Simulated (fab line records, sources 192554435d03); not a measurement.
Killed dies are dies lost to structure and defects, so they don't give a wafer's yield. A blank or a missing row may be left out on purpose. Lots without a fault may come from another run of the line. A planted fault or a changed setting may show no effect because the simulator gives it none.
Split-lot experiment | flow n5_finfet | 7 lots, 21 wafers read, on a route of 1938 steps

THE SPLIT
At N5_SD_EPI_P_COAT_34 (time 60 s, resist thk 350 nm), the setting spin_rpm was moved away from the recipe's 1500 rpm on 5 of the 21 wafers read, by -7.5% to +8.7%. The other wafers ran this setting at the recipe's value.

The reading is taken at the split's own step.

THE READING
SOC_of_SD_EPI_P_COAT_34.thk_nm (the simulator's own value, which no gauge read), in nm, at N5_SD_EPI_P_COAT_34 (time 60 s, resist thk 350 nm). The file gives no usual value for it. The 16 wafers here that ran the recipe average 351.4 nm, standard deviation 0.93 nm.

wafer  | tool, chamber at the split | spin_rpm as run, rpm | against the recipe | SOC_of_SD_EPI_P_COAT_34.thk_nm, nm | against lot-mates on the recipe
L081.1 | litho_track-05, 0          | 1388                 | -7.5%              | 365.2                              | +13.4
L081.2 | litho_track-05, 0          | 1388                 | -7.5%              | 364.6                              | +12.8
L081.3 | litho_track-05, 0          | 1500                 | recipe             | 351.8                              | -
L082.2 | litho_track-02, 0          | 1500                 | recipe             | 350.6                              | -
L082.4 | litho_track-02, 0          | 1500                 | recipe             | 350.4                              | -
L082.6 | litho_track-02, 0          | 1500                 | recipe             | 351                                | -
L083.2 | litho_track-04, 0          | 1500                 | recipe             | 351                                | -
L083.3 | litho_track-04, 0          | 1631                 | +8.7%              | 337.4                              | -13.5
L083.6 | litho_track-04, 0          | 1500                 | recipe             | 350.8                              | -
L085.1 | litho_track-05, 0          | 1601                 | +6.7%              | 340.8                              | -11.5
L085.2 | litho_track-05, 0          | 1500                 | recipe             | 351.8                              | -
L085.5 | litho_track-05, 0          | 1500                 | recipe             | 352.8                              | -
L087.3 | litho_track-05, 0          | 1500                 | recipe             | 350                                | -
L087.4 | litho_track-05, 0          | 1500                 | recipe             | 351                                | -
L087.5 | litho_track-05, 0          | 1500                 | recipe             | 350.2                              | -
L091.1 | litho_track-05, 0          | 1500                 | recipe             | 351.8                              | -
L091.2 | litho_track-05, 0          | 1500                 | recipe             | 351.4                              | -
L091.6 | litho_track-05, 0          | 1551                 | +3.4%              | 345.6                              | -6.0
L093.3 | litho_track-05, 0          | 1500                 | recipe             | 352.6                              | -
L093.5 | litho_track-05, 0          | 1500                 | recipe             | 352.6                              | -
L093.4 | litho_track-05, 0          | 1500                 | recipe             | 353                                | -

THE FIT
A straight line over all 21 wafers: SOC_of_SD_EPI_P_COAT_34.thk_nm changes by -1.7 nm for each +1% of spin_rpm; r = -0.99; the points scatter about the line by 0.92 nm.
The same after taking each lot's own level away (the mean of its wafers on the recipe; 21 wafers): -1.68 nm for each +1%; r = -1.00; scatter 0.43 nm.
On that fit, the largest move of spin_rpm shifts the reading by 15 nm.
The lots' own levels span 350.40 to 352.73 nm, that is 2.5 times the standard deviation above.
So the lot-to-lot level changes the slope little: the two slopes agree.
Check: with one of the wafers moved furthest among these (+8.7%) left out of the fit, the line predicts -15.2 nm for it against its lot-mates. It came out at -13.5 nm against them.

OTHER SPLITS ON THESE WAFERS
These wafers also went through other splits before the reading. Each is held against what the fit with the lots' levels taken away leaves over:
other split on the same wafers  | wafers away from the commonest value | r with SOC_of_SD_EPI_P_COAT_34.thk_nm (lot level and that fit taken away)
N5_ZERO_LAYER_EXPOSE_08 dose_mj | 9                                    | -0.16
N5_WELL_APT_PEB_23 peb_time_s   | 6                                    | +0.15
N5_FIN_SAQP_EXPOSE_13 dose_mj   | 7                                    | -0.14
N5_DUMMY_GATE_COAT_28 spin_rpm  | 5                                    | -0.17
N5_SD_EPI_N_EPI_21 temp_c       | 8                                    | -0.16

THE FILE'S OWN FIT
SOC_of_SD_EPI_P_COAT_34.thk_nm changes by -1.66 nm for each +1% of spin_rpm, r = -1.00.
